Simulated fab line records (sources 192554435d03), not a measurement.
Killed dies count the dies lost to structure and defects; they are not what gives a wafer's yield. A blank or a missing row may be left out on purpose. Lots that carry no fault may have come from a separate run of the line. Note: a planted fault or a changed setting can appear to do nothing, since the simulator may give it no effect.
Chamber matching / flow n5_finfet / pecvd-04 running N5_BEOL_M0_SAQP_PECVD_96: 3 sister chambers
The step deposits a-Si from SiH4/He, target thk 45 nm, time 45.2 s. 3 wafers are shown with their chamber, then 10 later ones without.

== WAFERS PAIRED WITH THEIR CHAMBERS ==
wafer=L085.4; chamber=0; showerhead_plenum_p_Torr (Torr)=5.65
wafer=L088.1; chamber=1; showerhead_plenum_p_Torr (Torr)=5.66
wafer=L088.2; chamber=2; showerhead_plenum_p_Torr (Torr)=5.59

== WAFERS WHOSE CHAMBER IS MISSING ==
wafer=L088.4; showerhead_plenum_p_Torr (Torr)=5.67
wafer=L093.2; showerhead_plenum_p_Torr (Torr)=5.66
wafer=L093.3; showerhead_plenum_p_Torr (Torr)=5.60
wafer=L093.4; showerhead_plenum_p_Torr (Torr)=5.64
wafer=L094.1; showerhead_plenum_p_Torr (Torr)=5.60
wafer=L094.4; showerhead_plenum_p_Torr (Torr)=5.67
wafer=L094.5; showerhead_plenum_p_Torr (Torr)=5.65
wafer=L095.2; showerhead_plenum_p_Torr (Torr)=5.66
wafer=L095.4; showerhead_plenum_p_Torr (Torr)=5.66
wafer=L095.6; showerhead_plenum_p_Torr (Torr)=5.67

== THE CHAMBER EACH PASSED THROUGH ==
wafer=L088.4; from the rows above=can't be placed: 1 or 0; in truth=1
wafer=L093.2; from the rows above=can't be placed: 1 or 0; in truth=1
wafer=L093.3; from the rows above=2; in truth=2
wafer=L093.4; from the rows above=can't be placed: 0 or 1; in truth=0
wafer=L094.1; from the rows above=2; in truth=2
wafer=L094.4; from the rows above=can't be placed: 1 or 0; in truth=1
wafer=L094.5; from the rows above=can't be placed: 0 or 1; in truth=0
wafer=L095.2; from the rows above=can't be placed: 1 or 0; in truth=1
wafer=L095.4; from the rows above=can't be placed: 1 or 0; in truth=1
wafer=L095.6; from the rows above=can't be placed: 1 or 0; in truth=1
Correctly placed: 2 of 10. From these rows, 8 cannot be placed; in 8 the true chamber is one of the candidates. 0 placed wrongly.
How it was worked out, from the rows above alone: a wafer's distance from a chamber is the root of the sum, over the readings, of the square of ((its reading less the chamber's mean) divided by the reading's scatter). If the next closest chamber is less than 2 further off than the closest, the wafer can't be placed; otherwise it belongs to the closest. For every chamber, the mean is computed from those of its wafers that are shown. The scatter (one wafer shown for each chamber): square how far every hidden wafer sits from the nearest shown wafer, average those squares and take the square root.
